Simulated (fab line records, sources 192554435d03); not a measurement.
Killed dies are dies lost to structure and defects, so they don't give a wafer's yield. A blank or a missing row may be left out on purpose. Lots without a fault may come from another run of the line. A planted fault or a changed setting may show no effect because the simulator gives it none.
One fault seen from 2 desks | flow n5_finfet | each desk has only its own numbers; what lay behind them comes last

THE TOOL OWNER'S DESK: litho_track-03
The tool's own readings at N5_BEOL_M0_SAQP_COAT_08 (resist thk 90 nm): means of the sampled wafers that have a number, for each lot that ran on this tool. A lot is out of limits, marked OUT, if its mean lies more than 4 standard deviations from the usual mean; the brackets give that distance.
Columns: A = spin_speed_rpm at N5_BEOL_M0_SAQP_COAT_08, usual 1499.9 rpm
lot  | first seen here | A
L152 | day 6 19:27     | 1498.1
L154 | day 7 15:05     | 1499.6
L158 | day 8 09:13     | 1804.0 (+99 or more) OUT
L160 | day 8 17:49     | 1803.5 (+99 or more) OUT
L170 | day 11 03:59    | 1500.6
This desk's finding: out of limits on L158, L160; first on L158, day 8 09:13 (spin_speed_rpm at N5_BEOL_M0_SAQP_COAT_08). In limits: L152, L154, L170.

THE METROLOGY DESK
What the gauges read, lot by lot, whatever tool the lot ran on: means of the sampled wafers that have a number. A lot is out of limits, marked OUT, if its mean lies more than 4 standard deviations from the usual mean; the brackets give that distance. Of its 11 readings 7 are shown: those that lie furthest out on some lot.
Columns: A = M0_CORE_OVL at N5_BEOL_M0_SAQP_OVL_MEAS_15, usual -0.4 nm; B = DIBL_N at N5_BEOL_M4_RC_MEAS_101, usual 36.6 mV/V; C = IOFF_P at N5_BEOL_M4_RC_MEAS_101, usual 0.208 nA/um; D = ION_N at N5_BEOL_M4_RC_MEAS_101, usual 673 uA/um; E = ION_P at N5_BEOL_M4_RC_MEAS_101, usual 462 uA/um; F = VT_N at N5_BEOL_M4_RC_MEAS_101, usual 250.7 mV; G = VT_P at N5_BEOL_M4_RC_MEAS_101, usual -251 mV
lot  | first seen here | A    | B    | C     | D   | E   | F     | G
L152 | day 6 19:43     | -0.4 | 36.1 | 0.221 | 677 | 466 | 248.9 | -249
L154 | day 7 15:29     | -0.9 | 37.5 | 0.250 | 666 | 466 | 249.6 | -246
L156 | day 8 01:14     | -0.5 | 36.0 | 0.203 | 668 | 455 | 251.6 | -252
L158 | day 8 09:36     | 0.2  | 38.6 | 0.216 | 679 | 464 | 248.1 | -250
L160 | day 8 18:13     | -0.6 | 35.8 | 0.228 | 676 | 465 | 249.5 | -248
L164 | day 9 22:58     | -0.3 | 37.2 | 0.195 | 676 | 460 | 250.6 | -253
L165 | day 10 00:07    | -1.1 | 36.7 | 0.181 | 684 | 461 | 249.7 | -254
L166 | day 10 03:47    | -1.6 | 36.8 | 0.187 | 668 | 456 | 251.1 | -253
L169 | day 11 00:22    | -1.4 | 36.5 | 0.172 | 669 | 445 | 250.9 | -256
L170 | day 11 04:23    | 1.2  | 36.4 | 0.207 | 682 | 464 | 249.1 | -251
This desk's finding: nothing out of limits on any of the 10 lots.

PUT TOGETHER
The tool owner's desk could have raised an alarm at day 8 09:13, on L158, L160.
The metrology desk saw nothing out of limits.
The metrology desk has L158, L160 on record, within its limits.
Of the lots named, all ran N5_BEOL_M0_SAQP_COAT_08 on litho_track-03.

WHAT THE SIMULATOR HAD PUT IN
Process parameter drift: litho_track-03, from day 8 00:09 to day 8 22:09, at N5_BEOL_M0_SAQP_COAT_08. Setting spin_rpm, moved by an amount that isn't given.
Lots struck among those shown: L158, L160.
Hours from the fault's start to each desk's first reading out of limits: the tool owner's desk, 9.
